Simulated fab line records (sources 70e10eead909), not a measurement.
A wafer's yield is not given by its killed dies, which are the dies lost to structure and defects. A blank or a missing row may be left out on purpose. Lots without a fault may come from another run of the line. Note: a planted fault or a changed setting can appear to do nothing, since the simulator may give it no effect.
What tool caused it? -- flow nand harc -- 18 wafers from 6 lots sampled at 3 of the route's 1302 steps

WHAT EACH GAUGE READ, for each wafer
NHARC_P_CONTACT_OVL_MEAS_13.
lot,measured,on,overlay x nm (nm)
L648,day 7 03:45,overlay-02,0.0 -0.8 -0.5
L650,day 7 22:48,overlay-02,-1.5 -1.6 -1.0
L653,day 9 05:19,overlay-02,-1.7 -1.8 -1.8
L655,day 10 09:44,overlay-02,0.6 0.7 0.7
L660,day 12 08:05,overlay-02,0.2 0.0 0.4
L666,day 14 18:07,overlay-01,-0.2 -0.1 -0.1

WHAT TOOL EACH LOT RAN ON (gives the tool, then ch and the chambers of the sampled wafers, and finally the start)
lot,NHARC_P_GATE_RTA_64,NHARC_P_GATE_DEGAS_109
L648,"rtp anneal-01 ch 0, day 7 00:55","pvd sputter-02, day 7 01:14"
L650,"rtp anneal-01 ch 0, day 7 19:49","pvd sputter-02, day 7 20:08"
L653,"rtp anneal-02 ch 0, day 9 02:28","pvd sputter-02, day 9 02:47"
L655,"rtp anneal-01 ch 0, day 10 06:43","pvd sputter-03, day 10 07:02"
L660,"rtp anneal-02 ch 0, day 12 05:13","pvd sputter-03, day 12 05:31"
L666,"rtp anneal-02 ch 0, day 14 15:10","pvd sputter-03, day 14 15:28"
- NHARC_P_GATE_RTA_64: time 1 s.
- NHARC_P_GATE_DEGAS_109: time 60 s.

THE ANSWER, worked out from the rows above alone
Rule: what is usual is taken from the lots themselves. The widest of any qualifying gaps counts: lots, ordered by their means at a reading, are off when they make up no more than a third of the lots, leave a main group of 4 or more, and stand apart from it by 3 or more times the standard deviation of that group's means. Not used: any main group whose means are identical at the precision the tables above print for the reading. Also off: a lot with no number at a reading for which 4 or more lots have one. Where the step has rows for the other lots, those lots are counted as sound.
Nothing can be told from this: no lot is off at any reading shown.

WHAT HAD BEEN PUT IN BY THE SIMULATOR
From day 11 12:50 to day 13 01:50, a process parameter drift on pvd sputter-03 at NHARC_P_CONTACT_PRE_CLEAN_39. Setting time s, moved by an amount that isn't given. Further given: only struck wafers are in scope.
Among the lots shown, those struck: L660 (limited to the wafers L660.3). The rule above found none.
